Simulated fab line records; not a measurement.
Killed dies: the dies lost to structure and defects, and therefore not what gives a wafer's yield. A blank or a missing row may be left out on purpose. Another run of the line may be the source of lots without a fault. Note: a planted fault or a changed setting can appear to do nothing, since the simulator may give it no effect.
Which tool was responsible? + flow n5-finfet + Sampling: 10 lots, 30 wafers, 5 of 1938 route steps

## WHAT THE GAUGES READ, wafer by wafer
N5_GATE_CUT_INSPECT_26: inspects for defects (darkfield). Usual: raw-defect-count reads 41 (standard deviation 19).
| lot  | measured     | on                | raw-defect-count | flag |
|------|--------------|-------------------|------------------|------|
| L819 | day 4 20:37  | defect-inspect-01 | 26 35 20         |      |
| L823 | day 5 17:22  | defect-inspect-02 | 47 47 47         |      |
| L825 | day 6 05:01  | defect-inspect-02 | 85 62 71         |      |
| L826 | day 6 10:37  | defect-inspect-01 | 29 30 42         |      |
| L828 | day 6 20:44  | defect-inspect-02 | 30 27 43         |      |
| L835 | day 8 14:11  | defect-inspect-01 | 22 46 18         |      |
| L836 | day 9 02:29  | defect-inspect-02 | 46 25 50         |      |
| L837 | day 9 02:50  | defect-inspect-01 | 38 52 37         |      |
| L839 | day 9 16:34  | defect-inspect-01 | 36 43 45         |      |
| L842 | day 10 08:33 | defect-inspect-01 | 13 59 39         |      |

N5_MOL_CONTACT_COAG_INSPECT_10: inspects for defects (brightfield). Usual: raw-defect-count reads 73 (standard deviation 33).
| lot  | measured     | on                | raw-defect-count | flag |
|------|--------------|-------------------|------------------|------|
| L819 | day 4 21:07  | defect-inspect-01 | 54 60 60         |      |
| L823 | day 5 17:53  | defect-inspect-01 | 88 71 88         |      |
| L825 | day 6 05:23  | defect-inspect-01 | 147 133 122      |      |
| L826 | day 6 11:08  | defect-inspect-01 | 56 50 54         |      |
| L828 | day 6 21:14  | defect-inspect-02 | 62 51 66         |      |
| L835 | day 8 14:34  | defect-inspect-02 | 34 57 51         |      |
| L836 | day 9 02:52  | defect-inspect-02 | 74 34 93         |      |
| L837 | day 9 03:21  | defect-inspect-01 | 60 83 89         |      |
| L839 | day 9 16:58  | defect-inspect-02 | 58 80 76         |      |
| L842 | day 10 09:04 | defect-inspect-02 | 26 81 65         |      |

N5_BEOL_M4_RC_MEAS_101. Usual: DIBL_N 36.6 mV/V, standard deviation 1.9; DIBL_P 36.7 mV/V, standard deviation 2.2; IOFF_N 0.16 nA/um, standard deviation 0.035; IOFF_P 0.22 nA/um, standard deviation 0.038; ION_N 672 uA/um, standard deviation 14; ION_P 462 uA/um, standard deviation 8.3; RC_DENSE_N 19.0 ohm.um, standard deviation 0.51; RC_DENSE_P 23.7 ohm.um, standard deviation 0.62; RC_N 15.5 ohm.um, standard deviation 0.41; RC_P 19.3 ohm.um, standard deviation 0.48; REXT_N 75.4 ohm.um, standard deviation 1.8; REXT_P 100.5 ohm.um, standard deviation 2.1; SS_N 71.6 mV/dec, standard deviation 0.65; SS_P 73.5 mV/dec, standard deviation 0.72; VT_N 250 mV, standard deviation 3.5; VT_P -250 mV, standard deviation 3.1.
| lot  | measured     | on        | DIBL_N (mV/V)  | DIBL_P (mV/V)  | IOFF_N (nA/um) | IOFF_P (nA/um) | ION_N (uA/um) | ION_P (uA/um) | RC_DENSE_N (ohm.um) | RC_DENSE_P (ohm.um) | RC_N (ohm.um)  | RC_P (ohm.um)  | REXT_N (ohm.um) | REXT_P (ohm.um)   | SS_N (mV/dec)  | SS_P (mV/dec)  | VT_N (mV)   | VT_P (mV)      | flag |
|------|--------------|-----------|----------------|----------------|----------------|----------------|---------------|---------------|---------------------|---------------------|----------------|----------------|-----------------|-------------------|----------------|----------------|-------------|----------------|------|
| L819 | day 9 11:10  | prober-01 | 39.2 37.5 33.2 | 40.5 39.0 32.6 | 0.22 0.17 0.10 | 0.34 0.29 0.18 | 686 677 646   | 483 471 455   | 19.0 19.5 19.2      | 23.7 24.3 23.8      | 15.6 15.8 15.7 | 19.4 19.7 19.3 | 76.4 77.4 77.1  | 97.8 98.0 98.1    | 71.1 71.0 69.9 | 74.5 73.9 72.5 | 243 247 255 | -239 -244 -252 |      |
| L823 | day 9 15:41  | prober-02 | 36.5 34.4 33.4 | 36.7 34.7 32.6 | 0.15 0.12 0.11 | 0.19 0.16 0.14 | 653 667 650   | 448 453 442   | 19.7 20.0 19.4      | 24.1 24.9 24.0      | 15.9 16.3 15.7 | 19.7 19.9 19.4 | 74.3 75.1 74.1  | 102.6 103.6 103.4 | 71.6 71.0 70.7 | 73.3 72.7 71.6 | 254 254 257 | -258 -257 -257 |      |
| L825 | day 10 10:27 | prober-02 | 35.9 37.2 36.9 | 36.8 37.1 37.2 | 0.17 0.17 0.16 | 0.24 0.22 0.23 | 691 664 670   | 476 455 462   | 19.1 18.8 18.5      | 23.6 23.1 22.8      | 15.6 15.4 14.8 | 19.2 19.1 18.3 | 74.6 74.2 74.6  | 100.0 101.5 99.6  | 71.0 72.0 72.5 | 73.7 74.0 74.4 | 249 251 252 | -249 -249 -249 |      |
| L826 | day 10 21:10 | prober-01 | 35.9 37.0 38.1 | 35.8 38.1 38.4 | 0.14 0.17 0.18 | 0.16 0.21 0.22 | 675 661 685   | 454 455 465   | 18.5 19.1 18.2      | 23.2 24.2 22.8      | 15.1 15.7 14.9 | 18.9 19.7 18.7 | 75.6 75.3 74.5  | 98.0 97.9 96.2    | 71.9 71.1 72.2 | 73.2 74.0 74.1 | 254 250 250 | -256 -252 -254 |      |
| L828 | day 11 09:17 | prober-02 | 36.3 37.3 36.5 | 36.6 38.0 37.6 | 0.15 0.16 0.16 | 0.21 0.23 0.22 | 678 659 681   | 468 459 463   | 18.0 17.9 18.6      | 22.5 22.8 23.5      | 14.7 14.8 15.0 | 18.5 18.6 19.1 | 74.9 77.2 76.8  | 101.5 100.2 102.0 | 71.1 71.4 71.4 | 73.3 74.0 73.7 | 252 250 247 | -252 -248 -250 |      |
| L835 | day 13 03:19 | prober-01 | 38.8 35.6 38.5 | 40.6 36.4 40.4 | 0.21 0.15 0.21 | 0.29 0.21 0.30 | 652 637 651   | 452 445 456   | 34.9 35.4 34.7      | 43.2 44.2 43.7      | 28.4 29.1 28.7 | 35.4 36.2 35.7 | 86.3 87.1 87.3  | 117.4 119.4 117.3 | 72.3 71.5 72.9 | 74.8 72.8 74.9 | 247 253 245 | -244 -249 -247 | OFF  |
| L836 | day 13 05:08 | prober-02 | 36.2 36.8 35.7 | 37.9 38.9 37.4 | 0.19 0.19 0.18 | 0.24 0.25 0.23 | 655 652 660   | 456 453 454   | 34.8 34.5 34.4      | 43.3 43.4 43.1      | 28.4 28.3 28.3 | 35.3 35.1 35.0 | 89.0 89.0 88.1  | 120.8 119.1 120.7 | 71.5 71.4 72.3 | 74.5 73.9 73.9 | 246 248 247 | -247 -248 -247 | OFF  |
| L837 | day 13 13:35 | prober-02 | 38.5 39.1 37.1 | 37.6 38.6 36.5 | 0.19 0.21 0.17 | 0.21 0.23 0.20 | 674 693 686   | 453 471 466   | 19.5 19.1 18.9      | 24.2 23.8 23.8      | 16.0 15.5 15.2 | 19.7 19.3 19.1 | 75.3 74.5 73.9  | 98.3 97.5 97.6    | 72.4 72.5 71.5 | 74.1 74.6 73.9 | 246 247 246 | -251 -252 -253 |      |
| L839 | day 14 07:06 | prober-01 | 37.4 37.4 38.9 | 38.4 38.9 38.7 | 0.16 0.17 0.18 | 0.22 0.25 0.24 | 678 667 654   | 468 455 452   | 18.8 19.2 18.3      | 23.6 24.0 23.0      | 15.1 15.7 15.0 | 19.2 19.7 18.8 | 75.7 75.7 75.7  | 103.6 103.2 102.2 | 71.0 71.4 72.4 | 74.4 73.9 74.9 | 251 253 254 | -249 -247 -249 |      |
| L842 | day 14 16:10 | prober-01 | 37.0 36.8 38.7 | 38.4 38.0 39.6 | 0.17 0.17 0.20 | 0.22 0.24 0.26 | 674 676 694   | 467 459 470   | 19.3 18.5 20.0      | 24.1 23.2 25.2      | 15.7 15.2 16.3 | 19.6 19.0 20.5 | 75.8 75.3 75.5  | 102.0 99.8 100.9  | 71.4 72.2 72.2 | 73.3 74.1 73.6 | 251 248 249 | -250 -248 -248 |      |

## TOOL THAT RAN EACH LOT (tool first, then ch and the chambers of the sampled wafers, then the start)
| lot  | N5_GATE_CUT_CMP_23           | N5_MOL_CONTACT_COAG_IMPLANT_129 |
|------|------------------------------|---------------------------------|
| L819 | cmp-02 ch 0,2,3, day 4 19:41 | implanter-02 ch 0, day 4 21:40  |
| L823 | cmp-02 ch 2,3, day 5 16:20   | implanter-02 ch 0, day 5 18:20  |
| L825 | cmp-04 ch 1,3, day 6 04:01   | implanter-02 ch 0, day 6 06:24  |
| L826 | cmp-02 ch 0,2,3, day 6 09:40 | implanter-01 ch 0, day 6 11:40  |
| L828 | cmp-02 ch 0,1,3, day 6 19:44 | implanter-01 ch 0, day 6 21:48  |
| L835 | cmp-03 ch 0,1,2, day 8 13:09 | implanter-01 ch 0, day 8 15:08  |
| L836 | cmp-04 ch 1,2,3, day 9 01:29 | implanter-01 ch 0, day 9 03:20  |
| L837 | cmp-04 ch 1,2,3, day 9 01:51 | implanter-02 ch 0, day 9 03:49  |
| L839 | cmp-02 ch 1,2,3, day 9 15:32 | implanter-02 ch 0, day 9 17:32  |
| L842 | cmp-03 ch 0,1, day 10 07:31  | implanter-02 ch 0, day 10 09:35 |
- N5_GATE_CUT_CMP_23: polishes, stops on SiO2, t overpolish 23.4 s, target thk 16 nm.
- N5_MOL_CONTACT_COAG_IMPLANT_129

## WHAT THE TOOLS THEMSELVES READ (means of the sampled wafers that have a number; where no wafer has one, the mark that the record gives instead)
N5_GATE_CUT_CMP_23. Usual: edge-zone-pressure-frac 0.999, standard deviation 0.0046; motor-current-A 9.4 A, standard deviation 0.93; overpolish-run-s 23.401 s, standard deviation 0.0094; time-to-endpoint-s 18.2 s, standard deviation 2.3.
| lot  | tool   | edge-zone-pressure-frac | motor-current-A (A) | overpolish-run-s (s) | time-to-endpoint-s (s) | flag |
|------|--------|-------------------------|---------------------|----------------------|------------------------|------|
| L819 | cmp-02 | 0.999                   | 10.0                | 23.397               | 14.5                   |      |
| L823 | cmp-02 | 0.996                   | 10.3                | 23.404               | 16.2                   |      |
| L825 | cmp-04 | 0.999                   | 9.6                 | 23.395               | 19.3                   |      |
| L826 | cmp-02 | 1.004                   | 10.0                | 23.406               | 18.6                   |      |
| L828 | cmp-02 | 0.998                   | 10.0                | 23.409               | 19.7                   |      |
| L835 | cmp-03 | 1.006                   | 9.5                 | 23.402               | 18.7                   |      |
| L836 | cmp-04 | 1.005                   | 9.2                 | 23.406               | 19.4                   |      |
| L837 | cmp-04 | 1.001                   | 9.2                 | 23.397               | 15.1                   |      |
| L839 | cmp-02 | 1.001                   | 9.8                 | 23.403               | 19.3                   |      |
| L842 | cmp-03 | 1.002                   | 9.0                 | 23.411               | 21.6                   |      |

N5_MOL_CONTACT_COAG_IMPLANT_129. Usual: beam-energy-keV 3.0001, standard deviation 0.00079; dose-ions-cm2 6e+14, standard deviation 5.9e+11.
| lot  | tool         | beam-energy-keV | dose-ions-cm2 | flag |
|------|--------------|-----------------|---------------|------|
| L819 | implanter-02 | 3.0001          | 6e+14         |      |
| L823 | implanter-02 | 2.9996          | 6e+14         |      |
| L825 | implanter-02 | 3.0007          | 6e+14         |      |
| L826 | implanter-01 | 3.0002          | 6e+14         |      |
| L828 | implanter-01 | 2.9999          | 6e+14         |      |
| L835 | implanter-01 | 0.6485          | 6e+14         | OFF  |
| L836 | implanter-01 | 0.6480          | 6e+14         | OFF  |
| L837 | implanter-02 | 3.0002          | 6e+14         |      |
| L839 | implanter-02 | 2.9997          | 6e+14         |      |
| L842 | implanter-02 | 2.9992          | 6e+14         |      |

## THE ANSWER, worked out from the rows above alone
Rule: a lot is off if the mean of its wafers that have a number lies more than 3 standard deviations from the usual mean. A lot without any number at a reading at which 4 lots or more have one is off too. All remaining lots with rows at the step are treated as sound. First the gauges in route order, then the tools' own readings, where a lot's mean is used as printed above. At the first step where some lot is off, the reading lying furthest off is the one used; lots without a number count as furthest.
Off: L835, L836, seen at N5_BEOL_M4_RC_MEAS_101 (RC_P).
If a tool, at a process step before that reading, ran all the lots that are off and no sound lot after the first of them, it fits. The gauges at N5_BEOL_M4_RC_MEAS_101 aren't tried: what is off there is off at N5_MOL_CONTACT_COAG_IMPLANT_129 too, on other tools, and a gauge's error can't cause that. One fits: implanter-01 at N5_MOL_CONTACT_COAG_IMPLANT_129. Its last sound lot is L828 (day 6 21:48), its first lot that is off L835 (day 8 15:08): a fault that began between those two fits.
The tool's own readings at N5_MOL_CONTACT_COAG_IMPLANT_129 bear it out: on the lots that are off they differ by more than 5 times the standard deviation of the sound lots' means. beam-energy-keV reads 0.6482 there against 3.0000 on the sound lots.

## WHAT THE SIMULATOR HAD PUT IN
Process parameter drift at N5_MOL_CONTACT_COAG_IMPLANT_129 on implanter-01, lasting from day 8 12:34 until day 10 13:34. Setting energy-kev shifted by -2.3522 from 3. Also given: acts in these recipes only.
Lots struck among those shown: L835, L836. The rule given above showed the same thing.
